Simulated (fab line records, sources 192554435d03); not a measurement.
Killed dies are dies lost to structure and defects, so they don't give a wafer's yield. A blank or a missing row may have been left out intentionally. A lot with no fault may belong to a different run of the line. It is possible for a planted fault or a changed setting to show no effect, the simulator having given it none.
The same fault as seen by 2 desks ; flow n5Finfet ; numbers are kept per desk, each desk with only its own; the story behind them comes last

## DESK OF THE TOOL OWNER: pecvd-04
The tool's own readings at N5_BEOL_M10_DEP_56 (deposits SiCN from 3MS/NH3, target thk 15 nm, time 26.5 s): means of the sampled wafers that have a number, for each lot that ran on this tool. Marked OUT: a lot whose mean sits more than 4 standard deviations from the usual mean, which makes it out of limits; the brackets give that distance.
Columns: A = showerheadPlenumPTorr at N5_BEOL_M10_DEP_56, usual 3.671 Torr; B = throttleValvePct at N5_BEOL_M10_DEP_56, usual 8.8 %
lot;first seen here;A;B
L989;day 10 23:19;3.660;9.0
L990;day 12 08:10;3.655;9.0
L994;day 12 14:27;3.662;9.1
Finding of this desk: none of the 3 lots has anything out of limits.

## AT THE METROLOGY DESK
What the gauges read for every lot (on any tool): the sampled wafers with a number, averaged. Marked OUT: a lot whose mean sits more than 4 standard deviations from the usual mean, which makes it out of limits; the brackets give that distance.
Columns: A = M10_THK at N5_BEOL_M10_THK_MEAS_53, usual 140 nm; B = M10_RS at N5_BEOL_M10_RS_MEAS_57, usual 0.154 ohm/sq
lot;first seen here;A;B
L987;day 10 18:50;144;0.151
L989;day 10 23:14;139;0.156
L990;day 12 08:06;137;0.156
L994;day 12 14:23;141;0.153
L108;day 16 15:19;135;0.158
L107;day 16 16:10;140;0.153
Finding of this desk: none of the 6 lots has anything out of limits.

## ALL TOGETHER
The desk of the tool owner found nothing out of limits.
Metrology desk: nothing out of limits seen.

## WHAT THE SIMULATOR HAD PUT IN
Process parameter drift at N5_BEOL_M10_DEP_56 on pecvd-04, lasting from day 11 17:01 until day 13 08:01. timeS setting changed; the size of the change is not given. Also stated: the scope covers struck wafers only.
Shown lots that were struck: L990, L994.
